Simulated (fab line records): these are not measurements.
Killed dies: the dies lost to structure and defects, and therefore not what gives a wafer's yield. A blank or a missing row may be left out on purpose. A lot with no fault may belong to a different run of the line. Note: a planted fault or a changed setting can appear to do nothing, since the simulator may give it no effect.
Struck lot and sound lot, side by side    flow nand harc    37 steps out of a route of 1159
Sound: the wafers L601.2, L601.4, L601.5. Wafers struck: L604.2, L604.3, L604.5. The cause comes at the end.
Per side, at each step with rows, come the tool, then ch with its chambers, and then its first start. Under that, the readings that differ: sound wafers    struck wafers    difference of the means    sigmas: that difference in standard deviations of wafers without a fault.
alike: readings with means less than 2 such deviations apart, plus words and numbers identical on both sides. not compared: withheld readings, readings lacking a value on some wafer, bounds such as >300 that could conceal the same value, and numbers that have no deviation in the record and whose values overlap.
Wherever a step has rows on one side only, a row that says differs or no value, or a row with sigmas, the two part there. Non-overlapping numbers with no deviation appear without sigmas and do not part them. A reading that every wafer of one side lacks parts them only if that side has two wafers or more.

first, 10 steps without rows for these wafers: NHARC_A_CHANNEL_HOLE_D1_DEP_00 (deposits aC, target thk 3100 nm); NHARC_A_CHANNEL_HOLE_D1_DEP_01 (deposits SiON, target thk 140 nm); NHARC_A_CHANNEL_HOLE_D1_DEHYDRATE_02 (time 120 s); NHARC_A_CHANNEL_HOLE_D1_HMDS_03 (time 30 s); NHARC_A_CHANNEL_HOLE_D1_COAT_36 (time 75 s); NHARC_A_CHANNEL_HOLE_D1_COAT_37 (time 65 s); NHARC_A_CHANNEL_HOLE_D1_COAT_04 (resist thk 90 nm); NHARC_A_CHANNEL_HOLE_D1_SOFTBAKE_05 (time 55 s); NHARC_A_CHANNEL_HOLE_D1_EBR_06; NHARC_A_CHANNEL_HOLE_D1_EXPOSE_07 (exposes mask HOLE D1, target cd 100 nm).
NHARC_A_CHANNEL_HOLE_D1_PEB_08: peb time 65 s.
  sound on litho track-06 ch 0, day 10 14:46; struck on litho track-06 ch 0, day 11 13:53
reading                   sound               struck                difference  sigmas
heater power total W (W)  156.1 157.1 157.0   160.6 160.0 160.0     +3.5        +8
plate temp C (C)          99.83 99.93 100.02  101.48 101.65 101.47  +1.61       +13
then, 1 step without rows for these wafers: NHARC_A_CHANNEL_HOLE_D1_DEVELOP_09 (develop time 35 s).
NHARC_A_CHANNEL_HOLE_D1_CD_MEAS_10: the cd target is 100 nm.
  sound on cd sem-03 ch 0, day 10 14:50; struck on cd sem-03 ch 0, day 11 13:58
reading     sound             struck             difference  sigmas
cd nm (nm)  100.3 98.9 100.1  104.2 104.7 103.7  +4.4        +9
NHARC_A_CHANNEL_HOLE_D1_DESCUM_15: chemistry O2, time 3 s.
  sound on rie diel-11 ch 0,1, day 10 15:02; struck on rie diel-11 ch 2,3, day 11 14:10
reading                             sound              struck             difference  sigmas
model.A_CHANNEL_HOLE_D1.cd nm (nm)  100.4 99.35 100.4  104.2 104.3 103.5  +4.0        
  alike: drypump motor current A, o2 flow sccm, oes product au, rf vpp V, showerhead plenum p Torr, throttle valve pct
  not compared: rf hours counter h
then, 16 steps without rows for these wafers: NHARC_A_CHANNEL_HOLE_D1_ETCH_38 (etches the open film in CF4, target depth 39 nm, time 65 s); NHARC_A_CHANNEL_HOLE_D1_ETCH_39 (etches the open film in N2/H2, target depth 260 nm, time 325 s); NHARC_A_CHANNEL_HOLE_D1_ETCH_34 (etches the open film in CF4/CHF3, target depth 154 nm, time 77 s); NHARC_A_CHANNEL_HOLE_D1_ETCH_16 (etches the open film in O2/COS, target depth 3100 nm, time 806 s); NHARC_A_CHANNEL_HOLE_D1_ETCH_19 (etches the open film in C4F8/O2/Ar, time 34.5 s); NHARC_A_CHANNEL_HOLE_D1_ETCH_20 (etches the open film in C4F8/O2/Ar, time 361.9 s, target depth 1600 nm); NHARC_A_CHANNEL_HOLE_D1_ETCH_21 (etches the open film in C4F8/O2/Ar, time 514.3 s, target depth 1600 nm); NHARC_A_CHANNEL_HOLE_D1_ETCH_22 (etches the open film in C4F8/O2/Ar, time 666.7 s, target depth 1600 nm); NHARC_A_CHANNEL_HOLE_D1_ETCH_23 (etches the open film in C4F8/O2/Ar, time 819 s, target depth 1600 nm); NHARC_A_CHANNEL_HOLE_D1_ETCH_24 (etches the open film in C4F8/O2/Ar, time 906.2 s, target depth 1500 nm); NHARC_A_CHANNEL_HOLE_D1_ETCH_25 (etches the open film in C4F8/O2/Ar, time 1040.2 s, target depth 1500 nm); NHARC_A_CHANNEL_HOLE_D1_ETCH_26 (etches the open film in C4F8/O2/Ar, time 224.1 s, target depth 300 nm); NHARC_A_CHANNEL_HOLE_D1_ETCH_33 (etches the open film in C4F8/O2/Ar, time 90 s, target depth 400 nm); NHARC_A_CHANNEL_HOLE_D1_STRIP_41 (strips in N2/H2); NHARC_A_CHANNEL_HOLE_D1_STRIP_42 (strips in CF4/CHF3); NHARC_A_CHANNEL_HOLE_D1_STRIP_43 (strips in O2/COS).
NHARC_A_CHANNEL_HOLE_D1_ETCH_44: etches the open film in CF4/O2, target depth 140 nm, overetch 14 nm, time 77 s.
  sound on rie diel-11 ch 1,2, day 10 21:01; struck on rie diel-11 ch 0,1,2, day 11 20:04
reading                             sound              struck             difference  sigmas
model.A_CHANNEL_HOLE_D1.cd nm (nm)  89.18 90.11 90.93  92.26 94.49 92.97  +3.17       
  alike: drypump motor current A, o2 flow sccm, oes product au, rf fwd power W, rf vpp V, showerhead plenum p Torr, throttle valve pct
  not compared: rf hours counter h
then, 3 steps without rows for these wafers: NHARC_A_CHANNEL_HOLE_D1_STRIP_27 (strips in O2); NHARC_A_CHANNEL_HOLE_D1_PRECLEAN_28 (cleans in SC1); NHARC_A_CHANNEL_HOLE_D1_SRD_29.
NHARC_A_CHANNEL_HOLE_D1_CD_MEAS_30:
  sound: cd sem-03 at day 10 21:49; struck: cd sem-01 at day 11 20:52
reading     sound           struck          difference  sigmas
cd nm (nm)  88.3 90.0 91.0  92.1 95.2 93.6  +3.9        +4
NHARC_A_CHANNEL_HOLE_D1_XSEM_31:
  sound on xsem-01 ch 0, day 10 21:54; struck on xsem-02 ch 0, day 11 20:59
reading         sound           struck          difference  sigmas
bot cd nm (nm)  72.2 74.2 75.7  77.7 81.0 78.4  +5.0        +4
  alike: bow nm, tilt deg
-- break in the record here, with 13 days between the starts of the struck wafers on either side (left off in module A_CHANNEL_HOLE_D1, picked up again in module END, where the first step shown is number 1159 on the route) --
NHARC_END_SORT_01:
  sound on prober-02 ch 0, day 24 08:56; struck on prober-02 ch 0, day 24 16:47
reading              sound  struck  difference  sigmas
killed at periphery  5 1 4  8 12 6  +5          +2
  alike: killed at array, killed at other, killed dies, killed open, killed short

== WHERE THEY PART ==
At NHARC_A_CHANNEL_HOLE_D1_PEB_08 first; at NHARC_END_SORT_01 last (within this record only).

WHY: what had been put in by the simulator
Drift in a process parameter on litho track-06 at NHARC_A_CHANNEL_HOLE_D1_PEB_08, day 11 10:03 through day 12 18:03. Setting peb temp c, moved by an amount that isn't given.
